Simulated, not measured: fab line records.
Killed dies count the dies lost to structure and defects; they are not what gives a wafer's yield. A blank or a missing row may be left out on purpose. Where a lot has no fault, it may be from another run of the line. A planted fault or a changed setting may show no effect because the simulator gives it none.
fab line records	flow n5_finfet
record lots=6	wafers=18	last_day=19
route steps=1938 shown WELL_APT@20 PMOS_HMC_CHANNEL_EPI@57 BEOL_M4@1111 PASSIVATION@1936
lots that met no fault: taken from a fault-free run of the same line
start_h: hours from the record's opening day to when the first of the lot's shown wafers began	wait_h: how many hours have passed since the lot's step before this one	" identical to the entry in the row above	L1.1+2: several wafers, shown together as one row	- no value present, or no start provided	* or withheld: withheld	< > ~ a bound
route shown NAME@n: NAME is a module with steps in the file, n the number in the route of the first one	usual: average and standard deviation across the fault-free wafers	same: alike in all rows	chamber/n: place in a boat	sites: readings site by site	_std_site: standard deviation of those values	_edge_site: inner sites' mean taken away from outer sites' mean	radius_mm: for every site, how far away it sits from the centre of the wafer	mask NAME#n: copy n	behind: the tool/chamber that last shaped the wafer	hold: cause of the lot's hold/its duration in hours/its outcome	device: the n, p or np transistor that did not switch	end of line: tests run on the same wafers once the route is complete	a step given without rows: its recipe and nothing more	killed: not the wafer's yield, but the dies lost to structure and defects at the first sort	map: a wafer's dies, x killed, . not, _ none there
set.NAME: setting as actually run; set.NAME@STEP: the setting as run at that earlier step	model.NAME: the simulator's own value behind a step, which no gauge read
lots at selected steps of the route; one table per step, one row per wafer
services: from which hour (start_h, from the record's first day; less than 0 if before it) a tool's chamber was out of use, for how many hours, and why
## steps
# step N5_WELL_APT_HMDS_01
# recipe time_s=60	temp_c=120
# step N5_WELL_APT_COAT_02
# recipe spin_rpm=1357	resist_thk_nm=950
# step N5_WELL_APT_EBR_04
# recipe solvent=PGMEA	ebr_width_mm=1.5
# step N5_WELL_APT_SOFTBAKE_03
# recipe temp_c=130	time_s=60
# step N5_WELL_APT_EXPOSE_05
# recipe mask_id=NWELL	na=0.8	source_shape=conventional	sigma_outer=0.8	polarization=unpolarized	defocus_nm=0	target_cd_nm=200	dose_mj=20.3
# step N5_WELL_APT_PEB_06
# recipe peb_temp_c=130	peb_time_s=90
# step N5_WELL_APT_DEVELOP_07
# recipe develop_time_s=45	rinse_liquid=surfactant_rinse	dry=air_spin	dev_temp_c=21
# step N5_WELL_APT_HARDBAKE_12
# recipe temp_c=130	time_s=120
# step N5_WELL_APT_CD_MEAS_08
# recipe target_cd_nm=200	landing_energy_ev=500	detector=se_inlens
# usual cd_nm=199.6/1.3
lot.wafer	tool	chamber	start_h	wait_h	cd_nm
L367.3	cd_sem-01	0	25.56	-	198.8
L367.5	"	0	"	"	198.7
L367.6	"	0	"	"	199.5
L374.1	cd_sem-03	0	67.71	-	200.4
L374.2	"	0	"	"	199.3
L374.6	"	0	"	"	200.8
L376.1	cd_sem-01	0	79.82	-	200.9
L376.5	"	0	"	"	198.9
L376.6	"	0	"	"	201.0
L382.2	cd_sem-01	0	115.69	-	202.1
L382.4	"	0	"	"	201.6
L382.5	"	0	"	"	199.8
L383.3	cd_sem-02	0	121.59	-	200.4
L383.4	"	0	"	"	198.2
L383.5	"	0	"	"	197.9
L384.1	cd_sem-01	0	127.73	-	199.0
L384.2	"	0	"	"	200.3
L384.6	"	0	"	"	202.7
# step N5_WELL_APT_OVL_MEAS_09
# recipe points_per_wafer=44
# usual NWELL_OVL=0/4.8
lot.wafer	tool	chamber	start_h	wait_h	NWELL_OVL[nm]
L367.3	overlay-02	0	25.59	0.0	-1
L367.5	"	0	"	"	-5
L367.6	"	0	"	"	-8
L374.1	overlay-02	0	67.74	0.0	-2
L374.2	"	0	"	"	-5
L374.6	"	0	"	"	4
L376.1	overlay-02	0	79.85	0.0	-6
L376.5	"	0	"	"	2
L376.6	"	0	"	"	9
L382.2	overlay-01	0	115.72	0.0	-6
L382.4	"	0	"	"	-1
L382.5	"	0	"	"	6
L383.3	overlay-02	0	121.61	0.0	12
L383.4	"	0	"	"	2
L383.5	"	0	"	"	-2
L384.1	overlay-01	0	127.76	0.0	5
L384.2	"	0	"	"	9
L384.6	"	0	"	"	-4
# step N5_WELL_APT_INSPECT_10
# recipe mode=adi	inspect_instrument=macro
# usual raw_defect_count=1.9/1.4
lot.wafer	tool	chamber	start_h	wait_h	raw_defect_count
L367.3	defect_inspect-02	-	25.61	0.0	1
L367.5	"	-	"	"	2
L367.6	"	-	"	"	1
L374.1	defect_inspect-01	-	67.77	0.0	3
L374.2	"	-	"	"	0
L374.6	"	-	"	"	2
L376.1	defect_inspect-01	-	79.87	0.0	0
L376.5	"	-	"	"	2
L376.6	"	-	"	"	2
L382.2	defect_inspect-01	-	115.74	0.0	2
L382.4	"	-	"	"	2
L382.5	"	-	"	"	0
L383.3	defect_inspect-02	-	121.64	0.0	1
L383.4	"	-	"	"	1
L383.5	"	-	"	"	0
L384.1	defect_inspect-01	-	127.78	0.0	4
L384.2	"	-	"	"	1
L384.6	"	-	"	"	5
# step N5_WELL_APT_DESCUM_13
# recipe chemistry=O2	time_s=7.9	source_power_w=50	bias_power_w=20	pressure_mtorr=20	rf_frequency_hz=2.712e+07	temp_c=40	o2_flow_sccm=225
# usual drypump_motor_current_A=5.9/0.47	oes_product_au=0.79/0.083	rf_vpp_V=243.6/1.1	showerhead_plenum_p_Torr=2.12/0.054	throttle_valve_pct=20.49/0.16
lot.wafer	tool	chamber	start_h	wait_h	drypump_motor_current_A	oes_product_au	rf_hours_counter_h	rf_vpp_V	showerhead_plenum_p_Torr	throttle_valve_pct
L367.3	rie_diel-05	1	26.12	0.5	6.6	0.84	90	243.6	2.12	20.20
L367.5	"	0	"	"	5.7	0.91	-	246.5	2.23	20.44
L367.6	"	1	"	"	6.6	0.83	-	243.3	2.11	20.21
L374.1	rie_diel-04	2	67.80	0.0	5.6	0.75	142	244.3	2.09	20.63
L374.2	"	0	"	"	6.2	0.70	216	244.5	2.16	20.50
L374.6	"	3	"	"	5.5	0.67	-	244.3	2.14	20.55
L376.1	rie_diel-04	0	79.91	0.0	6.2	0.69	222	243.2	2.15	20.52
L376.5	"	2	"	"	5.5	0.73	-	242.6	2.09	20.64
L376.6	"	1	"	"	6.2	0.70	-	243.3	2.06	20.53
L382.2	rie_diel-05	0	115.78	0.0	5.7	0.85	54	243.8	2.22	20.48
L382.4	"	2	"	"	6.0	0.73	182	244.7	2.17	20.75
L382.5	"	1	"	"	6.6	0.79	-	243.0	2.10	20.26
L383.3	rie_diel-05	2	121.83	0.2	6.0	0.75	185	244.1	2.17	20.74
L383.4	"	3	"	"	6.0	0.83	75	244.6	2.03	20.60
L383.5	"	0	"	"	5.7	0.84	-	245.2	2.21	20.49
L384.1	rie_diel-01	1	127.82	0.0	5.7	0.77	149	243.8	2.11	20.67
L384.2	"	3	"	"	5.2	0.78	107	244.0	2.10	20.68
L384.6	"	3	"	"	5.2	0.79	-	242.6	2.10	20.69
# step N5_WELL_APT_IMPLANT_14
# recipe species=P	energy_kev=160	dose_cm2=1.5e+13	tilt_deg=0	rotation_deg=0
# usual dose_ions_cm2=1.5001e+13/1.7e+10	faraday_current_uA=190/3.4
lot.wafer	tool	chamber	start_h	wait_h	dose_ions_cm2	faraday_current_uA
L367.3	implanter-02	0	26.28	0.1	1.5015e+13	191
L367.5	"	0	"	"	1.5025e+13	188
L367.6	"	0	"	"	1.4999e+13	192
L374.1	implanter-02	0	67.90	0.1	1.4994e+13	192
L374.2	"	0	"	"	1.5008e+13	193
L374.6	"	0	"	"	1.4997e+13	193
L376.1	implanter-01	0	80.01	0.1	1.5e+13	188
L376.5	"	0	"	"	1.4987e+13	188
L376.6	"	0	"	"	1.4989e+13	194
L382.2	implanter-02	0	115.91	0.1	8.756e+12	114
L382.4	"	0	"	"	8.75e+12	114
L382.5	"	0	"	"	8.725e+12	115
L383.3	implanter-01	0	121.99	0.1	1.4971e+13	183
L383.4	"	0	"	"	1.5002e+13	195
L383.5	"	0	"	"	1.4976e+13	197
L384.1	implanter-02	0	127.92	0.1	8.69e+12	109
L384.2	"	0	"	"	8.695e+12	111
L384.6	"	0	"	"	8.708e+12	109
# step N5_WELL_APT_IMPLANT_15
# recipe species=As	energy_kev=25	dose_cm2=1.5e+13	tilt_deg=0	rotation_deg=0
# step N5_WELL_APT_STRIP_16
# recipe chemistry=SPM	time_s=900	temp_c=130	h2so4_h2o2_vol_ratio=4	dry=ipa_marangoni
# step N5_WELL_APT_HMDS_18
# recipe time_s=60	temp_c=120
# step N5_WELL_APT_COAT_19
# recipe spin_rpm=1357	resist_thk_nm=950
# step N5_WELL_APT_EBR_21
# recipe solvent=PGMEA	ebr_width_mm=1.5
# step N5_WELL_APT_SOFTBAKE_20
# recipe temp_c=130	time_s=60
# step N5_WELL_APT_EXPOSE_22
# recipe mask_id=PWELL	na=0.8	source_shape=conventional	sigma_outer=0.8	polarization=unpolarized	defocus_nm=0	target_cd_nm=200	dose_mj=23.2
# step N5_WELL_APT_PEB_23
# recipe peb_temp_c=130	peb_time_s=90
# step N5_WELL_APT_DEVELOP_24
# recipe develop_time_s=45	rinse_liquid=surfactant_rinse	dry=air_spin	dev_temp_c=21
# step N5_WELL_APT_HARDBAKE_29
# recipe temp_c=130	time_s=120
# step N5_WELL_APT_CD_MEAS_25
# recipe target_cd_nm=200	landing_energy_ev=500	detector=se_inlens
# usual cd_nm=199.3/1.4
lot.wafer	tool	chamber	start_h	wait_h	cd_nm
L367.3	cd_sem-03	0	27.28	-	199.2
L367.5	"	0	"	"	201.2
L367.6	"	0	"	"	198.8
L374.1	cd_sem-03	0	68.96	-	200.3
L374.2	"	0	"	"	200.4
L374.6	"	0	"	"	199.4
L376.1	cd_sem-01	0	80.94	-	200.2
L376.5	"	0	"	"	199.6
L376.6	"	0	"	"	197.9
L382.2	cd_sem-01	0	116.97	-	198.9
L382.4	"	0	"	"	197.4
L382.5	"	0	"	"	197.9
L383.3	cd_sem-03	0	123.00	-	199.3
L383.4	"	0	"	"	199.3
L383.5	"	0	"	"	198.6
L384.1	cd_sem-01	0	128.98	-	199.0
L384.2	"	0	"	"	198.4
L384.6	"	0	"	"	198.3
# step N5_WELL_APT_OVL_MEAS_26
# recipe points_per_wafer=44
# usual PWELL_OVL=-2/5.7
lot.wafer	tool	chamber	start_h	wait_h	PWELL_OVL[nm]
L367.3	overlay-02	0	27.31	0.0	6
L367.5	"	0	"	"	-2
L367.6	"	0	"	"	2
L374.1	overlay-01	0	68.99	0.0	-1
L374.2	"	0	"	"	2
L374.6	"	0	"	"	5
L376.1	overlay-01	0	80.97	0.0	-12
L376.5	"	0	"	"	-2
L376.6	"	0	"	"	-9
L382.2	overlay-01	0	117.00	0.0	-8
L382.4	"	0	"	"	1
L382.5	"	0	"	"	-2
L383.3	overlay-01	0	123.02	0.0	1
L383.4	"	0	"	"	12
L383.5	"	0	"	"	4
L384.1	overlay-01	0	129.01	0.0	-8
L384.2	"	0	"	"	-6
L384.6	"	0	"	"	-5
# step N5_WELL_APT_INSPECT_27
# recipe mode=adi	inspect_instrument=macro
# usual raw_defect_count=2.0/1.4
lot.wafer	tool	chamber	start_h	wait_h	raw_defect_count
L367.3	defect_inspect-02	-	27.33	0.0	2
L367.5	"	-	"	"	7
L367.6	"	-	"	"	1
L374.1	defect_inspect-02	-	69.01	0.0	3
L374.2	"	-	"	"	2
L374.6	"	-	"	"	2
L376.1	defect_inspect-02	-	80.99	0.0	2
L376.5	"	-	"	"	1
L376.6	"	-	"	"	3
L382.2	defect_inspect-02	-	117.02	0.0	1
L382.4	"	-	"	"	1
L382.5	"	-	"	"	3
L383.3	defect_inspect-02	-	123.05	0.0	2
L383.4	"	-	"	"	2
L383.5	"	-	"	"	0
L384.1	defect_inspect-01	-	129.03	0.0	2
L384.2	"	-	"	"	3
L384.6	"	-	"	"	0
# step N5_WELL_APT_DESCUM_30
# recipe chemistry=O2	time_s=7.9	source_power_w=50	bias_power_w=20	pressure_mtorr=20	rf_frequency_hz=2.712e+07	temp_c=40	o2_flow_sccm=225
# usual drypump_motor_current_A=5.8/0.46	oes_product_au=0.77/0.078	rf_vpp_V=243.5/1.2	showerhead_plenum_p_Torr=2.12/0.054	throttle_valve_pct=20.52/0.14
lot.wafer	tool	chamber	start_h	wait_h	drypump_motor_current_A	oes_product_au	rf_hours_counter_h	rf_vpp_V	showerhead_plenum_p_Torr	throttle_valve_pct
L367.3	rie_diel-05	1	27.37	0.0	6.6	0.83	90	245.2	2.11	20.19
L367.5	"	0	"	"	5.7	0.90	-	243.6	2.23	20.43
L367.6	"	3	"	"	5.9	0.88	-	243.3	2.04	20.53
L374.1	rie_diel-05	2	69.05	0.0	6.0	0.75	167	243.0	2.18	20.72
L374.2	"	0	"	"	5.7	0.87	37	244.6	2.22	20.45
L374.6	"	2	"	"	6.0	0.75	-	244.4	2.18	20.73
L376.1	rie_diel-01	3	81.03	0.0	5.2	0.80	90	243.3	2.11	20.66
L376.5	"	2	"	"	5.0	0.72	-	242.4	2.16	20.35
L376.6	"	3	"	"	5.2	0.81	-	244.1	2.11	20.67
L382.2	rie_diel-05	0	117.16	0.1	5.7	0.84	55	246.9	2.22	20.47
L382.4	"	2	"	"	6.0	0.73	183	245.9	2.17	20.74
L382.5	"	2	"	"	6.0	0.74	-	244.8	2.17	20.74
L383.3	rie_diel-01	0	123.08	0.0	6.5	0.90	32	242.8	2.05	20.29
L383.4	"	2	"	"	5.0	0.71	224	244.3	2.16	20.37
L383.5	"	2	"	"	5.0	0.70	-	245.4	2.16	20.35
L384.1	rie_diel-01	3	129.07	0.0	5.2	0.78	108	242.8	2.10	20.68
L384.2	"	0	"	"	6.5	0.90	34	242.9	2.05	20.30
L384.6	"	2	"	"	5.0	0.71	-	242.1	2.16	20.36
# step N5_WELL_APT_IMPLANT_31
# recipe species=B	energy_kev=60	dose_cm2=1.5e+13	tilt_deg=0	rotation_deg=0
# step N5_WELL_APT_IMPLANT_32
# recipe species=BF2	energy_kev=50	dose_cm2=2e+13	tilt_deg=0	rotation_deg=0
# step N5_WELL_APT_STRIP_33
# recipe chemistry=SPM	time_s=900	temp_c=130	h2so4_h2o2_vol_ratio=4	dry=ipa_marangoni
# step N5_WELL_APT_RTA_34
# recipe temp_c=1000	time_s=10	ambient=N2	idle_temp_c=600	ramp_up_c_per_s=150	ramp_down_c_per_s=60	cool_to_c=600
# usual lamp_power_pct=13.01/0.049	lamp_zone_3_pct=12.99/0.031	wafer_temp_C_max=1003.5/0.98
lot.wafer	tool	chamber	start_h	wait_h	lamp_power_pct	lamp_zone_3_pct	wafer_temp_C_max
L367.3	rtp_anneal-02	0	28.17	0.1	12.98	13.00	1004.2
L367.5	"	0	"	"	12.96	13.03	1003.8
L367.6	"	0	"	"	13.02	12.99	1004.5
L374.1	rtp_anneal-02	0	69.82	0.0	13.05	13.00	1004.7
L374.2	"	0	"	"	12.94	12.97	1006.1
L374.6	"	0	"	"	13.07	13.02	1003.9
L376.1	rtp_anneal-02	0	81.81	0.0	12.92	12.98	1002.2
L376.5	"	0	"	"	12.95	12.98	1003.6
L376.6	"	0	"	"	12.96	13.00	1002.3
L382.2	rtp_anneal-01	0	117.96	0.0	13.02	12.99	1004.5
L382.4	"	0	"	"	13.01	13.00	1003.4
L382.5	"	0	"	"	13.05	13.00	1003.8
L383.3	rtp_anneal-02	0	124.07	0.2	12.96	13.02	1003.3
L383.4	"	0	"	"	12.95	12.97	1004.9
L383.5	"	0	"	"	13.02	12.98	1003.0
L384.1	rtp_anneal-02	0	129.83	0.0	13.02	12.99	1002.6
L384.2	"	0	"	"	13.02	13.01	1002.3
L384.6	"	0	"	"	12.94	12.98	1004.9
# step N5_WELL_APT_OXIDE_STRIP_42
# recipe chemistry=dHF	dilution=25:1	time_s=45	temp_c=25	target=SiO2	target_depth_a=120
# step N5_WELL_APT_PRECLEAN_36
# recipe chemistry=O3/DIW	time_s=45	temp_c=22	o3_ppm=10
# step N5_WELL_APT_PRECLEAN_39
# recipe chemistry=dHF	time_s=60	dilution=150:1	temp_c=25
# step N5_WELL_APT_SRD_37
# recipe dry=ipa_marangoni	do_ppb=5	time_s=30	temp_c=23	rinse_liquid=diw
# step N5_WELL_APT_EPI_41
# recipe material=Si	target_thk_a=500	temp_c=650	precursor=SiH4/H2	pressure_torr=20	time_s=297.7
# usual throttle_valve_pct=10.6/0.44
lot.wafer	tool	chamber	start_h	wait_h	throttle_valve_pct
L367.3	epi_rpcvd-01	0	28.61	0.2	10.3
L367.5	"	0	"	"	10.2
L367.6	"	0	"	"	10.4
L374.1	epi_rpcvd-03	0	70.07	0.0	10.3
L374.2	"	0	"	"	10.1
L374.6	"	0	"	"	10.2
L376.1	epi_rpcvd-01	0	82.06	0.0	10.3
L376.5	"	0	"	"	10.2
L376.6	"	0	"	"	10.5
L382.2	epi_rpcvd-03	0	118.28	0.1	10.2
L382.4	"	0	"	"	10.0
L382.5	"	0	"	"	10.0
L383.3	epi_rpcvd-02	0	124.47	0.2	10.7
L383.4	"	0	"	"	11.1
L383.5	"	0	"	"	10.9
L384.1	epi_rpcvd-02	0	130.07	0.0	11.2
L384.2	"	0	"	"	11.2
L384.6	"	0	"	"	11.1
# step N5_WELL_APT_INSPECT_38
# recipe inspect_instrument=darkfield	mode=post_epi
# usual raw_defect_count=13/4.6
lot.wafer	tool	chamber	start_h	wait_h	raw_defect_count
L367.3	defect_inspect-02	-	29.05	0.3	12
L367.5	"	-	"	"	17
L367.6	"	-	"	"	13
L374.1	defect_inspect-02	-	70.91	0.7	18
L374.2	"	-	"	"	18
L374.6	"	-	"	"	16
L376.1	defect_inspect-01	-	82.69	0.5	3
L376.5	"	-	"	"	15
L376.6	"	-	"	"	11
L382.2	defect_inspect-02	-	118.82	0.4	13
L382.4	"	-	"	"	14
L382.5	"	-	"	"	15
L383.3	defect_inspect-01	-	124.91	0.3	15
L383.4	"	-	"	"	8
L383.5	"	-	"	"	13
L384.1	defect_inspect-02	-	130.70	0.5	10
L384.2	"	-	"	"	7
L384.6	"	-	"	"	4
# step N5_PMOS_HMC_CHANNEL_EPI_HM_DEP_34
# recipe material=SiO2	target_thk_a=360	temp_c=400	precursor=TEOS/O2	pressure_torr=6.5	rf_w=900	teos_flow_sccm=161.4	gas=O2	flow_sccm=2650	time_s=6.9
# usual heater_power_outer_w=315/63	heater_power_w=564/85	showerhead_plenum_p_Torr=8.36/0.037	showerhead_vpp_V=1894/110	throttle_valve_pct=18.9/1.2
lot.wafer	tool	chamber	start_h	wait_h	heater_power_outer_w	heater_power_w	showerhead_plenum_p_Torr	showerhead_vpp_V	throttle_valve_pct
L367.3	pecvd-02	0	29.10	0.0	296	596	8.28	2100	19.5
L367.5	"	0	"	"	303	584	8.30	2126	19.6
L367.6	"	1	"	"	280	439	8.40	1902	19.9
L374.1	pecvd-04	0	70.95	0.0	293	550	8.36	1775	20.1
L374.2	"	2	"	"	240	444	8.31	1951	17.4
L374.6	"	0	"	"	304	537	8.37	1793	20.1
L376.1	pecvd-02	2	82.73	0.0	440	744	8.38	2012	18.0
L376.5	"	0	"	"	224	493	8.29	2106	19.6
L376.6	"	1	"	"	310	480	8.40	1920	20.3
L382.2	pecvd-04	1	118.86	0.0	285	579	8.33	1690	17.9
L382.4	"	1	"	"	289	560	8.32	1668	18.0
L382.5	"	2	"	"	249	465	8.30	1967	17.5
L383.3	pecvd-01	1	124.95	0.0	417	702	8.40	1909	20.1
L383.4	"	1	"	"	409	694	8.42	1862	20.6
L383.5	"	2	"	"	337	592	8.40	1847	18.9
L384.1	pecvd-04	1	130.74	0.0	291	569	8.36	1683	17.9
L384.2	"	0	"	"	303	544	8.38	1782	20.5
L384.6	"	0	"	"	303	553	8.36	1769	20.1
# step N5_PMOS_HMC_CHANNEL_EPI_COAT_31
# recipe resist=BARC	temp_c=205	time_s=60	spin_rpm=1500	resist_thk_nm=66
# step N5_PMOS_HMC_CHANNEL_EPI_COAT_03
# recipe resist=CAR-ArF-block	spin_rpm=1500	resist_thk_nm=205
# step N5_PMOS_HMC_CHANNEL_EPI_EBR_05
# recipe solvent=PGMEA	ebr_width_mm=1.5
# step N5_PMOS_HMC_CHANNEL_EPI_SOFTBAKE_04
# recipe temp_c=110	time_s=60	resist=CAR-ArF-block
# step N5_BEOL_M4_RC_MEAS_101
# usual DIBL_N=36.6/1.3	DIBL_P=36.4/1.4	IOFF_N=0.167/0.023	IOFF_P=0.219/0.029	ION_N=678/8.7	ION_P=464/6.4	RS_NWELL=1038/6.2	SS_N=71.5/0.53	SS_P=73.4/0.57	VT_N=248.5/2.8	VT_P=-249/3.1
lot.wafer	tool	chamber	start_h	wait_h	DIBL_N[mV/V]	DIBL_P[mV/V]	IOFF_N[nA/um]	IOFF_P[nA/um]	ION_N[uA/um]	ION_P[uA/um]	RS_NWELL[ohm/sq]	SS_N[mV/dec]	SS_P[mV/dec]	VT_N[mV]	VT_P[mV]
L367.3	prober-02	0	196.53	0.3	35.5	35.3	0.147	0.207	677	467	1032	70.4	73.4	250.7	-252
L367.5	"	0	"	"	36.6	35.2	0.159	0.198	677	464	1043	71.5	73.2	251.4	-249
L367.6	"	0	"	"	34.8	33.9	0.130	0.189	663	459	1038	71.2	73.2	253.6	-248
L376.1	prober-01	0	254.70	0.0	33.7	34.7	0.145	0.229	679	470	1043	71.3	72.7	250.3	-244
L376.5	"	0	"	"	35.5	36.4	0.177	0.247	688	469	1044	71.3	73.7	247.6	-245
L376.6	"	0	"	"	33.3	34.6	0.134	0.224	666	465	1040	70.5	73.0	252.9	-245
L374.1	prober-01	0	300.00	0.0	36.7	38.2	0.209	0.269	681	470	1030	71.9	73.9	245.7	-246
L374.2	"	0	"	"	36.2	37.5	0.190	0.247	682	466	1032	71.6	73.7	246.2	-246
L374.6	"	0	"	"	37.3	39.1	0.214	0.276	679	467	1035	72.0	74.4	246.3	-247
L384.1	prober-01	0	329.98	0.0	35.8	36.1	0.147	0.208	669	460	1411	71.8	73.2	248.5	-251
L384.2	"	0	"	"	36.4	37.0	0.156	0.211	675	469	1407	71.3	73.5	250.8	-251
L384.6	"	0	"	"	36.7	37.4	0.166	0.222	673	463	1392	72.1	73.4	246.6	-251
L383.3	prober-02	0	332.46	0.3	37.4	37.9	0.195	0.265	686	471	1049	72.3	73.7	244.1	-246
L383.4	"	0	"	"	36.1	34.9	0.162	0.215	683	465	1042	71.0	73.5	247.0	-247
L383.5	"	0	"	"	36.1	36.2	0.167	0.238	683	472	1045	70.9	74.1	245.4	-247
L382.2	prober-02	0	335.03	0.2	38.4	39.2	0.187	0.234	688	464	1398	71.0	74.2	249.4	-251
L382.4	"	0	"	"	36.8	36.9	0.157	0.203	677	461	1404	70.6	74.0	250.3	-252
L382.5	"	0	"	"	37.0	36.7	0.159	0.202	674	465	1405	71.0	73.6	251.1	-250
# step N5_PASSIVATION_PROBE_49
# usual defect_limited_yield=91.6/1.6	killed_at_M0_to_M3=32/9.7	killed_at_M4_up=13/4.4	killed_at_contacts=12/6.5	killed_at_front_end=38/12	killed_at_other=3.7/3	killed_dies=99/18	killed_open=66/14	killed_short=32/7.5	sort_bin_5_function=4.9/1	sort_bin_6_memory=3.2/0.73	sort_n_pass=1081/18	sort_yield_pct=91.6/1.6
# same gross_dies=1180	killed_at_back_side=0	sort_bin_4_leakage[%]=0	sort_bin_8_speed[%]=0
lot.wafer	tool	chamber	start_h	wait_h	defect_limited_yield[%]	killed_at_M0_to_M3	killed_at_M4_up	killed_at_contacts	killed_at_front_end	killed_at_other	killed_dies	killed_open	killed_short	sort_bin_5_function[%]	sort_bin_6_memory[%]	sort_n_pass	sort_yield_pct[%]
L367.3	prober-01	-	299.23	0.1	89.2	41	13	16	56	1	127	89	34	6.4	4.1	1053	89.2
L367.5	prober-01	-	299.33	0.2	89.3	42	14	8	59	3	126	87	39	6.3	3.7	1054	89.3
L367.6	prober-01	-	299.38	0.3	88.8	60	16	9	45	2	132	100	31	6.5	4.4	1048	88.8
L382.2	prober-01	-	448.20	0.1	90.6	44	18	13	36	0	111	75	36	6.0	3.3	1069	90.6
L382.4	prober-01	-	448.30	0.2	90.4	31	17	13	51	1	113	81	31	5.5	3.7	1067	90.4
L382.5	prober-01	-	448.35	0.2	89.9	59	13	10	36	1	119	73	45	5.8	3.8	1061	89.9
# killed by level:class
L367.3 STI_FIN_REVEAL:geometric_particle:open=16 BEOL_M3:geometric_particle:open=15 MOL_CONTACT_COAG:geometric_particle:open=12 BEOL_M0:geometric_particle:open=8 STI_FIN_REVEAL:geometric_particle:short=7 FIN_SAQP:geometric_particle:open=6 FIN_SAQP:geometric_particle:short=6 GATE_CUT:geometric_particle:short=6
L367.5 STI_FIN_REVEAL:geometric_particle:open=17 FIN_SAQP:geometric_particle:open=13 BEOL_M3:geometric_particle:open=13 BEOL_M0_SAQP:geometric_particle:open=8 GATE_CUT:geometric_particle:open=7 BEOL_M4:geometric_particle:open=7 FIN_SAQP:geometric_particle:short=6 BEOL_M0_SAQP:geometric_particle:short=6
L367.6 STI_FIN_REVEAL:geometric_particle:open=24 BEOL_M3:geometric_particle:open=24 BEOL_M0_SAQP:geometric_particle:open=8 BEOL_M1:geometric_particle:open=7 BEOL_M0:geometric_particle:open=7 FIN_SAQP:geometric_particle:open=6 BEOL_M4:geometric_particle:open=6 STI_FIN_REVEAL:geometric_particle:short=5
L382.2 BEOL_M1:geometric_particle:open=14 BEOL_M0_SAQP:geometric_particle:short=11 MOL_CONTACT_COAG:geometric_particle:open=10 FIN_SAQP:geometric_particle:short=8 DUMMY_GATE:geometric_particle:open=8 FIN_SAQP:geometric_particle:open=4 STI_FIN_REVEAL:geometric_particle:open=4 GATE_CUT:geometric_particle:open=4
L382.4 MOL_CONTACT_COAG:geometric_particle:open=13 DUMMY_GATE:geometric_particle:open=12 STI_FIN_REVEAL:geometric_particle:open=11 BEOL_M0_SAQP:geometric_particle:short=7 BEOL_M0_SAQP:geometric_particle:open=7 BEOL_M1:geometric_particle:open=6 FIN_SAQP:geometric_particle:open=5 FIN_CUT:geometric_particle:short=5
L382.5 BEOL_M0_SAQP:geometric_particle:short=18 BEOL_M0_SAQP:geometric_particle:open=13 MOL_CONTACT_COAG:geometric_particle:open=9 BEOL_M1:geometric_particle:open=9 BEOL_M2:geometric_particle:open=7 BEOL_M3:geometric_particle:open=7 FIN_SAQP:geometric_particle:short=6 FIN_SAQP:geometric_particle:open=6
## services
tool	chamber	start_h	hours	kind
rie_diel-01	2	7.11	1.4	repair
pecvd-04	2	21.18	-	clean
pecvd-04	2	21.18	-	consumable_replace:showerhead
pecvd-04	2	21.18	29.0	scheduled_down
pecvd-04	2	21.18	29.0	vent_cycle
pecvd-02	2	28.41	9.7	repair
rie_diel-01	-	31.91	2.8	pm
epi_rpcvd-03	-	33.20	6.0	pm
pecvd-01	-	42.77	2.8	pm
pecvd-04	-	54.74	2.2	repair
pecvd-02	-	57.39	1.4	repair
rie_diel-04	1	61.26	8.9	repair
implanter-02	-	77.95	7.5	pm
epi_rpcvd-02	-	84.66	0.5	pm
implanter-02	-	97.27	2.8	repair
epi_rpcvd-03	-	100.86	2.8	pm
rie_diel-04	3	101.78	-	clean
rie_diel-04	3	101.78	-	consumable_replace:focus_ring
rie_diel-04	3	101.78	28.4	scheduled_down
rie_diel-04	3	101.78	28.4	vent_cycle
epi_rpcvd-01	-	106.64	2.8	pm
rie_diel-04	-	119.54	2.3	repair
pecvd-04	0	122.62	2.1	scheduled_down
pecvd-04	-	125.78	0.8	pm
## key
first_sign step=N5_WELL_APT_IMPLANT_14	reading=dose_ions_cm2	direction=down	sigmas=99+	usual=1.5001e+13	struck=8.721e+12
effect step=N5_WELL_APT_IMPLANT_14	reading=faraday_current_uA	direction=down	sigmas=23	usual=190	struck=112
effect step=N5_BEOL_M4_RC_MEAS_101	reading=RS_NWELL	direction=up	sigmas=59	usual=1038	struck=1403
met_at N5_WELL_APT_IMPLANT_14
struck_wafers L382.2,L382.4,L382.5,L384.1,L384.2,L384.6
onset_between 67.90 115.91
fault kind=process_parameter_drift	tool=implanter-02	chamber=-	onset_h=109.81	steps=N5_WELL_APT_IMPLANT_14	channel=dose_cm2	offset=-6.2828e+12	shape=step	end_h=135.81	acts_in=these_recipes_only	stated=1.5e+13
